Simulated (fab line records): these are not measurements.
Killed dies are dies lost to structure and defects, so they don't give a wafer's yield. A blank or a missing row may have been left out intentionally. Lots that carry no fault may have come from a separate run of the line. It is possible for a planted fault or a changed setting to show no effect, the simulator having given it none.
fab line records | flow n5_finfet
[record] lots = 4 | wafers = 12 | last_day = 17
route steps=1938 shown BEOL_M0_SAQP@652 BEOL_M0_CUTY@710 BEOL_M4@1111 PASSIVATION@1936
lots untouched by any fault: they come from a run of this same line in which no faults occurred
start_h: the number of hours between the record's first day and the start of the first shown wafer of the lot | wait_h: how many hours have passed since the lot's step before this one | " identical to the entry in the row above | L1.1+2: a single row standing in for several wafers | - no value, or no start given | * or withheld: withheld | < > ~ a bound
route shown NAME@n: NAME is a module with steps in the file, n the number in the route of the first one | usual: mean/standard deviation of fault-free wafers | same: alike in all rows | chamber/n: place in a boat | sites: per-site readings | _std_site: the values' standard deviation | _edge_site: inner sites' mean taken away from outer sites' mean | radius_mm: how far each site lies from the wafer's centre | mask NAME#n: copy n | behind: the tool/chamber that last shaped the wafer | hold: cause of the lot's hold/its duration in hours/its outcome | device: whichever transistor did not switch (one of n, p or np) | end of line: tests of these same wafers at the route's end | a step without rows: its recipe alone | killed: at the first sort, the dies lost to defects and structure; wafer yield is something else | map: shows each die of a wafer: x if killed, . if not, _ if none is there
set.NAME: the run value of the setting; set.NAME@STEP: its run value at that earlier step | model.NAME: the simulator's own value behind a step, which no gauge read
lots at some steps of the route; a table a step, a row a wafer
services: the hour from which a tool's chamber was out of use, counted from the record's first day as start_h (under 0 if before that day), plus the number of hours and why
[[steps]]
[step N5_BEOL_M0_SAQP_DESCUM_19]
[recipe] chemistry = O2 | time_s = 7.9 | source_power_w = 50 | bias_power_w = 20 | pressure_mtorr = 20 | rf_frequency_hz = 2.712e+07 | temp_c = 40 | resist = CAR-ArF | o2_flow_sccm = 225
[step N5_BEOL_M0_SAQP_ETCH_83]
[recipe] chemistry = CF4 | target = SiARC | target_depth_a = 390 | mask_material = CAR-ArF | time_s = 65 | ion_energy_ev = 80 | pressure_mtorr = 40 | source_w = 545 | bias_w = 36 | Ar_flow_sccm = 100 | cf4_flow_sccm = 100 | ends = cleared
[step N5_BEOL_M0_SAQP_ETCH_84]
[recipe] chemistry = N2/H2 | target = SOC | target_depth_a = 1000 | overetch_a = 200 | mask_material = SiARC | temp_c = 40 | time_s = 150 | ion_energy_ev = 200 | pressure_mtorr = 30 | source_w = 840 | bias_w = 150 | n2_flow_sccm = 200 | h2_flow_sccm = 200
[step N5_BEOL_M0_SAQP_STRIP_80]
[recipe] chemistry = N2/H2 | temp_c = 40 | n2_flow_sccm = 200 | h2_flow_sccm = 200 | rf_frequency_hz = 6e+07
[step N5_BEOL_M0_SAQP_HM_OPEN_112]
[recipe] chemistry = CHF3/O2 | target = SiO2 | stop_on = a-Si | target_depth_a = 120 | over_etch_frac = 1.25 | mask_material = SOC | time_s = 13.5 | pressure_mtorr = 30 | source_w = 650 | bias_w = 170 | Ar_flow_sccm = 200 | CHF3_flow_sccm = 50 | O2_flow_sccm = 5 | ion_energy_ev = 200 | ends = end_point
[step N5_BEOL_M0_SAQP_STRIP_113]
[recipe] chemistry = CHF3/O2 | resist = SiARC | rf_frequency_hz = 6e+07
[step N5_BEOL_M0_SAQP_MANDREL_ETCH_20]
[recipe] target_depth_a = 600 | chemistry = HBr/Cl2 | target = a-Si | stop_on = SiNx | bt_time_s = 10 | mask_material = SOC | over_etch_frac = 0.5 | time_s = 30 | pressure_mtorr = 10 | icp_w = 800 | bias_w = 75 | HBr_flow_sccm = 150 | Cl2_flow_sccm = 80 | ends = end_point
[step N5_BEOL_M0_SAQP_STRIP_86]
[recipe] chemistry = N2/H2 | power_w = 500 | temp_c = 40 | pressure_mtorr = 50 | rf_frequency_hz = 6e+07 | overash_fraction = 0.3 | bias_power_w = 28 | h2_frac = 0.5 | n2_flow_sccm = 300 | h2_flow_sccm = 300
[step N5_BEOL_M0_SAQP_STRIP_115]
[recipe] chemistry = post_etch_residue_remover | time_s = 60 | temp_c = 25 | remover_ph = withheld | remover_water_wt_pct = withheld | remover_fluoride_wt_pct = withheld
[step N5_BEOL_M0_SAQP_SRD_93]
[recipe] dry = ipa_marangoni | time_s = 30 | temp_c = 23 | rinse_liquid = diw
[step N5_BEOL_M0_SAQP_RECESS_114]
[recipe] chemistry = HF/NH3 | target = SiO2 | target_depth_a = 144 | afs_cycles = 3 | temp_c = 30 | sublimation_temp_c = 180 | sublimation_time_s = 60
[step N5_BEOL_M0_SAQP_SPACER1_ALD_98]
[recipe] material = SiO2 | target_thk_a = 128 | temp_c = 300 | ald_precursor_family = BDEAS | ald_co_reactant = O2-plasma | pulse_time_s = 1 | purge_time_s = 2 | co_reactant_purge_time_s = 2 | ald_cycles = 138 | pressure_torr = 2
[usual] heater_power_w = 477/46 | precursor_pulse_height_rel = 0.999/0.022
lot.wafer | tool       | chamber | start_h | wait_h | heater_power_w | precursor_pulse_height_rel
L259.1    | ald_sin-04 | 1       | 108.47  | 0.3    | 464            | 0.996
L259.3    | "          | 2       | "       | "      | 384            | 0.989
L259.6    | "          | 0       | "       | "      | 506            | 0.963
L270.2    | ald_sin-04 | 2       | 174.07  | 0.8    | 387            | 1.007
L270.5    | "          | 2       | "       | "      | 386            | 0.997
L270.6    | "          | 3       | "       | "      | 479            | 1.006
L271.2    | ald_sin-04 | 0       | 183.17  | 0.3    | 518            | 0.958
L271.4    | "          | 1       | "       | "      | 464            | 0.992
L271.6    | "          | 2       | "       | "      | 396            | 0.977
L278.1    | ald_sin-03 | 3       | 232.69  | 0.3    | 502            | 0.975
L278.2    | "          | 2       | "       | "      | 407            | 0.998
L278.6    | "          | 2       | "       | "      | 395            | 1.010
[step N5_BEOL_M0_SAQP_SPACER1_ETCHBACK_99]
[recipe] chemistry = CHF3/O2 | mode = anisotropic_etchback | target = SiO2 | target_depth_a = 154 | time_s = 7.7 | pressure_mtorr = 30 | source_w = 650 | bias_w = 170 | Ar_flow_sccm = 200 | CHF3_flow_sccm = 50 | O2_flow_sccm = 5 | ion_energy_ev = 200
[step N5_BEOL_M0_SAQP_MANDREL1_REMOVE_100]
[recipe] chemistry = HBr/Cl2/O2 | bt_time_s = 10 | target = a-Si | stop_on = SiNx | endpoint = OES-SiCl | over_etch_frac = 0.85 | icp_w = 600 | bias_w = 30 | HBr_flow_sccm = 150 | Cl2_flow_sccm = 80 | O2_flow_sccm = 5 | pressure_mtorr = 10
[step N5_BEOL_M0_SAQP_ETCH_101]
[recipe] chemistry = CH3F/O2 | target = SiNx | mask_material = SiO2 | target_depth_a = 299 | time_s = 42.7 | pressure_mtorr = 30 | source_w = 395 | bias_w = 73 | Ar_flow_sccm = 150 | CH3F_flow_sccm = 30 | O2_flow_sccm = 20 | ion_energy_ev = 120
[step N5_BEOL_M0_SAQP_ETCH_102]
[recipe] chemistry = CF4 | target = SiO2 | target_depth_a = 40 | ion_energy_ev = 350 | time_s = 4.4 | pressure_mtorr = 10 | icp_w = 800 | bias_w = 400 | cf4_flow_sccm = 80
[step N5_BEOL_M0_SAQP_MANDREL_ETCH_103]
[recipe] chemistry = HBr/Cl2 | target = a-Si | target_depth_a = 450 | bt_time_s = 10 | stop_on = SiCN | mask_material = SiO2 | over_etch_frac = 0.8 | time_s = 27 | pressure_mtorr = 10 | icp_w = 800 | bias_w = 75 | HBr_flow_sccm = 150 | Cl2_flow_sccm = 80 | ends = end_point
[step N5_BEOL_M0_SAQP_RECESS_104]
[recipe] chemistry = HF/NH3 | target = SiO2 | target_depth_a = 180 | afs_cycles = 3 | temp_c = 30 | sublimation_temp_c = 180 | sublimation_time_s = 60
[step N5_BEOL_M0_SAQP_COAT_105]
[recipe] resist = SOC | temp_c = 250 | time_s = 60 | spin_rpm = 1500 | resist_thk_nm = 100
[step N5_BEOL_M0_SAQP_ETCH_106]
[recipe] chemistry = N2/H2 | target = SOC | target_depth_a = 1500 | stop_on = SiNx | ion_energy_ev = 100 | bias_w = 61 | pressure_mtorr = 30 | source_w = 850 | n2_flow_sccm = 200 | h2_flow_sccm = 200
[step N5_BEOL_M0_SAQP_ETCH_107]
[recipe] chemistry = CH3F/O2 | target = SiNx | target_depth_a = 300 | mask_material = SOC | pressure_mtorr = 30 | source_w = 395 | bias_w = 73 | Ar_flow_sccm = 150 | CH3F_flow_sccm = 30 | O2_flow_sccm = 20 | ion_energy_ev = 120
[step N5_BEOL_M0_SAQP_STRIP_108]
[recipe] chemistry = N2/H2 | power_w = 500 | temp_c = 40 | pressure_mtorr = 50 | rf_frequency_hz = 6e+07 | overash_fraction = 0.3 | bias_power_w = 28 | h2_frac = 0.5 | n2_flow_sccm = 300 | h2_flow_sccm = 300
[step N5_BEOL_M0_SAQP_RECESS_109]
[recipe] chemistry = HF/NH3 | target = SiO2 | target_depth_a = 30 | afs_cycles = 1 | temp_c = 30 | sublimation_temp_c = 180 | sublimation_time_s = 60
[step N5_BEOL_M0_SAQP_SPACER2_ALD_26]
[recipe] material = SiO2 | target_thk_a = 150 | temp_c = 300 | ald_precursor_family = BDEAS | ald_co_reactant = O2-plasma | pulse_time_s = 1 | purge_time_s = 2 | co_reactant_purge_time_s = 2 | pressure_torr = 2
[step N5_BEOL_M0_SAQP_SPACER2_ETCHBACK_27]
[recipe] chemistry = CHF3/O2 | mode = anisotropic_etchback | target = SiO2 | target_depth_a = 225 | time_s = 11.25 | pressure_mtorr = 30 | source_w = 650 | bias_w = 170 | Ar_flow_sccm = 200 | CHF3_flow_sccm = 50 | O2_flow_sccm = 5 | ion_energy_ev = 200
[step N5_BEOL_M0_SAQP_MANDREL2_REMOVE_110]
[recipe] chemistry = HBr/Cl2/O2 | bt_time_s = 10 | target = a-Si | stop_on = SiCN | endpoint = OES-SiCl | over_etch_frac = 1 | icp_w = 600 | bias_w = 30 | HBr_flow_sccm = 150 | Cl2_flow_sccm = 80 | O2_flow_sccm = 5 | pressure_mtorr = 10
[step N5_BEOL_M0_SAQP_COAT_69]
[recipe] resist = SOC | temp_c = 250 | time_s = 60 | spin_rpm = 1500 | resist_thk_nm = 90
[step N5_BEOL_M0_SAQP_COAT_72]
[recipe] resist = SiARC | temp_c = 220 | time_s = 60 | spin_rpm = 1500 | resist_thk_nm = 15
[step N5_BEOL_M0_SAQP_COAT_87]
[recipe] resist = underlayer | temp_c = 205 | time_s = 60 | spin_rpm = 1500 | resist_thk_nm = 5
[step N5_BEOL_M0_SAQP_COAT_34]
[recipe] resist = CAR-EUV | spin_rpm = 1500 | resist_thk_nm = 30
[step N5_BEOL_M0_SAQP_EBR_36]
[recipe] solvent = PGMEA | ebr_width_mm = 1.5
[step N5_BEOL_M0_SAQP_SOFTBAKE_35]
[recipe] temp_c = 110 | time_s = 60 | resist = CAR-EUV
[step N5_BEOL_M0_SAQP_EXPOSE_37]
[recipe] mask_id = M0_CUT1 | na = 0.33 | source_shape = annular | sigma_inner = 0.35 | sigma_outer = 0.8 | polarization = unpolarized | target_cd_nm = 30 | dose_mj = 44.75
[step N5_BEOL_M0_SAQP_PEB_38]
[recipe] peb_temp_c = 100 | peb_time_s = 60 | resist = CAR-EUV
[step N5_BEOL_M0_SAQP_DEVELOP_39]
[recipe] develop_time_s = 30 | developer = TMAH | resist = CAR-EUV | rinse_liquid = surfactant_rinse | dry = air_spin | dev_temp_c = 23
[step N5_BEOL_M0_SAQP_INSPECT_42]
[recipe] mode = adi | inspect_instrument = brightfield
[usual] raw_defect_count = 278/66
lot.wafer | tool              | chamber | start_h | wait_h | raw_defect_count
L259.1    | defect_inspect-01 | -       | 111.77  | 0.1    | 229
L259.3    | "                 | -       | "       | "      | 226
L259.6    | "                 | -       | "       | "      | 213
L270.2    | defect_inspect-01 | -       | 176.91  | 0.0    | 1332
L270.5    | "                 | -       | "       | "      | 1299
L270.6    | "                 | -       | "       | "      | 1320
L271.2    | defect_inspect-01 | -       | 186.25  | 0.0    | 1283
L271.4    | "                 | -       | "       | "      | 1457
L271.6    | "                 | -       | "       | "      | 1378
L278.1    | defect_inspect-01 | -       | 236.62  | 0.1    | 282
L278.2    | "                 | -       | "       | "      | 327
L278.6    | "                 | -       | "       | "      | 260
[step N5_BEOL_M0_SAQP_DESCUM_45]
[recipe] chemistry = O2 | time_s = 7 | source_power_w = 50 | bias_power_w = 20 | pressure_mtorr = 20 | rf_frequency_hz = 2.712e+07 | temp_c = 40 | resist = CAR-EUV | o2_flow_sccm = 225
[step N5_BEOL_M0_CUTY_INSPECT_59]
[recipe] mode = adi | inspect_instrument = macro
[usual] raw_defect_count = 2.0/1.3
lot.wafer | tool              | chamber | start_h | wait_h | raw_defect_count
L259.1    | defect_inspect-01 | -       | 113.68  | 0.0    | 0
L259.3    | "                 | -       | "       | "      | 3
L259.6    | "                 | -       | "       | "      | 2
L270.2    | defect_inspect-02 | -       | 178.86  | 0.0    | >300
L270.5    | "                 | -       | "       | "      | >300
L270.6    | "                 | -       | "       | "      | >300
L271.2    | defect_inspect-01 | -       | 187.73  | 0.0    | >300
L271.4    | "                 | -       | "       | "      | >300
L271.6    | "                 | -       | "       | "      | >300
L278.1    | defect_inspect-02 | -       | 238.32  | 0.0    | 1
L278.2    | "                 | -       | "       | "      | 2
L278.6    | "                 | -       | "       | "      | 2
[step N5_BEOL_M4_RC_MEAS_101]
[usual] DIBL_N = 35.3/2.5 | DIBL_P = 35/3.3 | IOFF_N = 0.15/0.049 | IOFF_P = 0.20/0.056 | ION_N = 673/16 | ION_P = 462/10 | SS_N = 71.2/0.85 | SS_P = 73.0/0.97 | VT_N = 252/4.9 | VT_P = -251/5
lot.wafer | tool      | chamber | start_h | wait_h | DIBL_N[mV/V] | DIBL_P[mV/V] | IOFF_N[nA/um] | IOFF_P[nA/um] | ION_N[uA/um] | ION_P[uA/um] | SS_N[mV/dec] | SS_P[mV/dec] | VT_N[mV] | VT_P[mV]
L259.1    | prober-02 | 0       | 180.48  | 0.0    | 34.5         | 34           | 0.13          | 0.19          | 666          | 461          | 71.4         | 72.6         | 251      | -249
L259.3    | "         | 0       | "       | "      | 36.7         | 37           | 0.18          | 0.25          | 682          | 466          | 72.3         | 73.7         | 248      | -243
L259.6    | "         | 0       | "       | "      | 35.7         | 35           | 0.16          | 0.20          | 676          | 458          | 71.8         | 72.7         | 249      | -250
L270.2    | prober-02 | 0       | 237.71  | 0.2    | 34.4         | 33           | 0.13          | 0.15          | 665          | 452          | 70.7         | 72.0         | 253      | -257
L270.5    | "         | 0       | "       | "      | 36.5         | 36           | 0.18          | 0.19          | 693          | 471          | 71.7         | 73.0         | 245      | -256
L270.6    | "         | 0       | "       | "      | 32.6         | 31           | 0.10          | 0.13          | 649          | 445          | 71.2         | 71.2         | 255      | -261
L271.2    | prober-02 | 0       | 245.39  | 0.2    | 34.1         | 34           | 0.12          | 0.16          | 660          | 451          | 70.8         | 72.9         | 254      | -253
L271.4    | "         | 0       | "       | "      | 33.9         | 33           | 0.11          | 0.15          | 647          | 444          | 71.1         | 72.8         | 255      | -255
L271.6    | "         | 0       | "       | "      | 33.5         | 33           | 0.11          | 0.14          | 670          | 456          | 71.1         | 72.7         | 258      | -252
L278.1    | prober-01 | 0       | 296.93  | 0.0    | 35.4         | 34           | 0.13          | 0.18          | 655          | 457          | 70.7         | 72.7         | 253      | -250
L278.2    | "         | 0       | "       | "      | 32.5         | 32           | 0.11          | 0.17          | 658          | 458          | 69.9         | 73.1         | 254      | -252
L278.6    | "         | 0       | "       | "      | 33.8         | 33           | 0.12          | 0.17          | 659          | 456          | 70.6         | 73.9         | 253      | -251
[step N5_PASSIVATION_PROBE_49]
[usual] defect_limited_yield = 91.3/1.4 | killed_at_M0_to_M3 = 33/9.9 | killed_at_M4_up = 15/5.6 | killed_at_contacts = 13/5.7 | killed_at_front_end = 38/12 | killed_at_other = 4/3.1 | killed_dies = 103/17 | killed_on_rim = 13/4 | killed_open = 66/13 | killed_short = 32/7.8 | sort_bin_5_function = 5.1/0.95 | sort_bin_6_memory = 3.2/0.68 | sort_n_pass = 1077/17 | sort_yield_pct = 91.3/1.5
[same] gross_dies = 1180 | killed_at_back_side = 0 | sort_bin_4_leakage[%] = 0 | sort_bin_8_speed[%] = 0
lot.wafer | tool      | chamber | start_h | wait_h | defect_limited_yield[%] | killed_at_M0_to_M3 | killed_at_M4_up | killed_at_contacts | killed_at_front_end | killed_at_other | killed_dies | killed_on_rim | killed_open | killed_short | sort_bin_5_function[%] | sort_bin_6_memory[%] | sort_n_pass | sort_yield_pct[%]
L259.1    | prober-02 | -       | 288.23  | 0.0    | 90.0                    | 37                 | 18              | 26                 | 36                  | 1               | 118         | 17            | 75          | 40           | 5.9                    | 3.7                  | 1062        | 90.0
L259.3    | prober-02 | -       | 288.33  | 0.1    | 91.0                    | 24                 | 16              | 28                 | 35                  | 3               | 106         | 11            | 75          | 31           | 5.8                    | 3.0                  | 1074        | 91.0
L259.6    | prober-02 | -       | 288.48  | 0.3    | 90.3                    | 22                 | 20              | 17                 | 54                  | 2               | 115         | 14            | 68          | 45           | 5.2                    | 4.2                  | 1065        | 90.3
L270.2    | prober-02 | -       | 345.99  | 0.1    | 83.5                    | 137                | 8               | 19                 | 29                  | 2               | 195         | 33            | 46          | 26           | 10.1                   | 3.1                  | 985         | 83.5
L270.5    | prober-02 | -       | 346.14  | 0.2    | 84.2                    | 129                | 9               | 8                  | 41                  | 0               | 187         | 23            | 58          | 21           | 8.8                    | 4.1                  | 993         | 84.2
L270.6    | prober-02 | -       | 346.19  | 0.3    | 90.7                    | 72                 | 13              | 11                 | 13                  | 1               | 110         | 28            | 37          | 21           | 5.2                    | 2.5                  | 1070        | 90.7
L271.2    | prober-01 | -       | 356.44  | 0.1    | 81.3                    | 155                | 12              | 18                 | 35                  | 1               | 221         | 32            | 73          | 35           | 10.1                   | 5.3                  | 959         | 81.3
L271.4    | prober-01 | -       | 356.54  | 0.2    | 83.1                    | 126                | 13              | 21                 | 33                  | 6               | 199         | 31            | 74          | 29           | 10.8                   | 3.6                  | 981         | 83.1
L271.6    | prober-01 | -       | 356.64  | 0.3    | 82.6                    | 150                | 5               | 14                 | 33                  | 3               | 205         | 34            | 64          | 29           | 10.2                   | 4.2                  | 975         | 82.6
L278.6    | prober-01 | -       | 408.39  | 0.3    | 92.4                    | 33                 | 10              | 5                  | 42                  | 0               | 90          | 12            | 58          | 28           | 4.6                    | 2.7                  | 1090        | 92.4
// killed by level:class
L259.1 MOL_CONTACT_COAG:geometric_particle:open=21 BEOL_M1:geometric_particle:open=10 FIN_SAQP:geometric_particle:open=7 FIN_SAQP:geometric_particle:short=7 STI_FIN_REVEAL:geometric_particle:open=5 BEOL_M2:geometric_particle:short=5 BEOL_M0_SAQP:geometric_particle:open=5 BEOL_M2:geometric_particle:open=5
L259.3 MOL_CONTACT_COAG:geometric_particle:open=24 STI_FIN_REVEAL:geometric_particle:open=8 FIN_SAQP:geometric_particle:open=6 FIN_SAQP:geometric_particle:short=6 STI_FIN_REVEAL:geometric_particle:short=5 BEOL_M1:geometric_particle:short=5 BEOL_M1:geometric_particle:open=5 BEOL_M2:geometric_particle:open=5
L259.6 STI_FIN_REVEAL:geometric_particle:open=12 MOL_CONTACT_COAG:geometric_particle:open=12 FIN_SAQP:geometric_particle:short=11 FIN_SAQP:geometric_particle:open=10 BEOL_M0_SAQP:geometric_particle:short=10 BEOL_M4:geometric_particle:open=8 GATE_CUT:geometric_particle:short=6 MOL_CONTACT_COAG:geometric_particle:short=5
L270.2 BEOL_M0_SAQP:unspecified=121 MOL_CONTACT_COAG:geometric_particle:open=16 STI_FIN_REVEAL:geometric_particle:open=7 BEOL_M0_SAQP:geometric_particle:open=6 GATE_CUT:geometric_particle:short=5 BEOL_M0_SAQP:geometric_particle:short=5 MOL_CONTACT_COAG:geometric_particle:short=3 STARTING-WAFER:geometric_particle:open=3
L270.5 BEOL_M0_SAQP:unspecified=108 STI_FIN_REVEAL:geometric_particle:open=18 STI_FIN_REVEAL:geometric_particle:short=6 MOL_CONTACT_COAG:geometric_particle:open=6 BEOL_M1:geometric_particle:open=6 BEOL_M0_SAQP:geometric_particle:open=5 FIN_SAQP:geometric_particle:open=4 BEOL_M2:geometric_particle:open=4
L270.6 BEOL_M0_SAQP:unspecified=48 BEOL_M0_SAQP:geometric_particle:short=8 MOL_CONTACT_COAG:geometric_particle:open=7 BEOL_M0_SAQP:geometric_particle:open=6 BEOL_M4:geometric_particle:open=4 BEOL_M1:geometric_particle:open=3 BEOL_M2:geometric_particle:open=3 STI_FIN_REVEAL:geometric_particle:short=2
L271.2 BEOL_M0_SAQP:unspecified=112 BEOL_M1:geometric_particle:open=14 MOL_CONTACT_COAG:geometric_particle:open=13 FIN_SAQP:geometric_particle:open=7 STI_FIN_REVEAL:geometric_particle:open=7 BEOL_M0_SAQP:geometric_particle:short=7 BEOL_M0_SAQP:geometric_particle:open=6 BEOL_M4:geometric_particle:open=6
L271.4 BEOL_M0_SAQP:unspecified=92 MOL_CONTACT_COAG:geometric_particle:open=16 BEOL_M3:geometric_particle:open=10 BEOL_M1:geometric_particle:open=8 FIN_SAQP:geometric_particle:open=7 STI_FIN_REVEAL:geometric_particle:open=7 FIN_SAQP:geometric_particle:short=6 STARTING-WAFER:geometric_particle:short=5
L271.6 BEOL_M0_SAQP:unspecified=108 BEOL_M2:geometric_particle:open=15 MOL_CONTACT_COAG:geometric_particle:open=11 BEOL_M0_SAQP:geometric_particle:open=7 FIN_SAQP:geometric_particle:open=6 GATE_CUT:geometric_particle:short=6 BEOL_M0_SAQP:geometric_particle:short=5 BEOL_M3:geometric_particle:open=5
L278.6 FIN_SAQP:geometric_particle:open=12 BEOL_M1:geometric_particle:open=10 BEOL_M0_SAQP:geometric_particle:short=8 FIN_SAQP:geometric_particle:short=6 BEOL_M0_SAQP:geometric_particle:open=6 DUMMY_GATE:geometric_particle:open=5 STI_FIN_REVEAL:geometric_particle:open=4 MOL_CONTACT_COAG:geometric_particle:open=4
// map L270.2 (x killed, . not)
_________________...x........________________
______________.x...............x_____________
___________........................__________
__________x...x....................._________
________.......xx......xx..........x.._______
_______xx..............................______
______xxxxxx.................xx.....x..._____
_____xxxxxxxx..............x.............____
____xxxxxxxx....x......x.....x............___
___xxxxxxxxxxx..........x.....x............__
___xxxxxxxxxxx.x........x..................__
__xxxxxxxxxxx.....x.............xx......xx.._
__xxxxxxxxxxxxx............................._
_xxxxxxxxxxx.x.......x....x..........x.....x.
_xxxxxxxxxxxx..x............x................
_xxxxxxxxxxx................................x
_xxxxxxxxx..x.x......x............x..........
_..xx.xxx.............x...............x......
_...............x............................
_x..........x...............x......x........x
_........................x......x............
__...x....x.....x........x.........x...x.x.._
__.....................................x...._
___.x..........x....x...............x......__
___.......xx...............................__
____.........................x..........x.___
_____x...............x...................____
______...........xx................x...._____
_______..x.............x..........x....______
________..........x.....x............._______
__________........................x._________
___________..x.....................__________
______________.................._____________
_________________.x..........________________
// map L271.2 (x killed, . not)
_________________.x......x...________________
______________x...x.x.......x..._____________
___________....................x...__________
__________............x............._________
________.......x.xx.x............x.x.._______
_______...x.x.........x................______
______..x....x.x........................_____
_____.......x..xx...................x....____
____.............x.......x....x...........___
___...................x.........x...x......__
___......x...................x.............__
__....x..............................x......_
__........x....x.........x...........x....x._
_.....x............x.x...x........x...xx..x.x
_...xx.............x..................xxxx..x
_......x................x..........x.xxxxxx.x
_...x....x............x.xx....x..xx.xxxxxxxxx
_....x..........................x.xxxxxxxxxxx
_x..x.......x...x................xxxxxxxxxxxx
_...x.x...........xx.............x.xxxxxxxxxx
_x.x...x........x.........x.....x.xxxxxxxxxxx
__.x..........x.x.........x.......xxxxxxxxxx_
__....x............x..............xxxxxxxxxx_
___.........x.........x............xxxxxxxx__
___...x.......x.x.......x..x..x..x..xxxxxxx__
____.x.x..............x.........x..xxxxxx.___
_____x...........x..........x.x.......x.x____
______..........x.............x........._____
_______.....x...........x.......x....x.______
________.x..x.......................x._______
__________.........................._________
___________........................__________
______________.................._____________
_________________.x...x......________________
[[services]]
tool       | chamber | start_h | hours | kind
ald_sin-04 | -       | 87.26   | 14.0  | pm
ald_sin-04 | 0       | 87.26   | 14.0  | vent_cycle
ald_sin-04 | 1       | 87.26   | 14.0  | vent_cycle
ald_sin-04 | 2       | 87.26   | 14.0  | vent_cycle
ald_sin-04 | 3       | 87.26   | 14.0  | vent_cycle
ald_sin-03 | -       | 95.80   | 0.5   | repair
ald_sin-04 | 0       | 101.26  | -     | clean
ald_sin-04 | 1       | 101.26  | -     | clean
ald_sin-04 | 2       | 101.26  | -     | clean
ald_sin-04 | 3       | 101.26  | -     | clean
ald_sin-03 | 3       | 142.01  | 13.5  | repair
ald_sin-04 | -       | 188.60  | 1.9   | repair
ald_sin-04 | 2       | 200.11  | 3.1   | repair
ald_sin-03 | 3       | 206.32  | 3.6   | repair
ald_sin-03 | -       | 207.72  | 6.0   | pm
[[key]]
[first_sign] step = N5_BEOL_M0_SAQP_INSPECT_42 | reading = raw_defect_count | direction = up | sigmas = 16 | usual = 278 | struck = 1345
[effect] step = N5_BEOL_M0_CUTY_INSPECT_59 | reading = raw_defect_count | direction = up | sigmas = 99+ | usual = 2.0 | struck = >300
[effect] step = N5_PASSIVATION_PROBE_49 | reading = killed_at_M0_to_M3 | direction = up | sigmas = 9.6 | usual = 33 | struck = 128
[more_kills_born_at] N5_BEOL_M0_SAQP_SPACER1_ALD_98@ald_sin-04 = 589
met_at N5_BEOL_M0_SAQP_SPACER1_ALD_98
struck_wafers L270.2,L270.5,L270.6,L271.2,L271.4,L271.6
onset_between 108.47 174.07
[fault] kind = chamber_particle_source | tool = ald_sin-04 | chamber = - | onset_h = 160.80 | steps = N5_BEOL_M0_SAQP_SPACER1_ALD_98 | rate_per_visit_cm2 = 1.6122 | end_h = 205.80
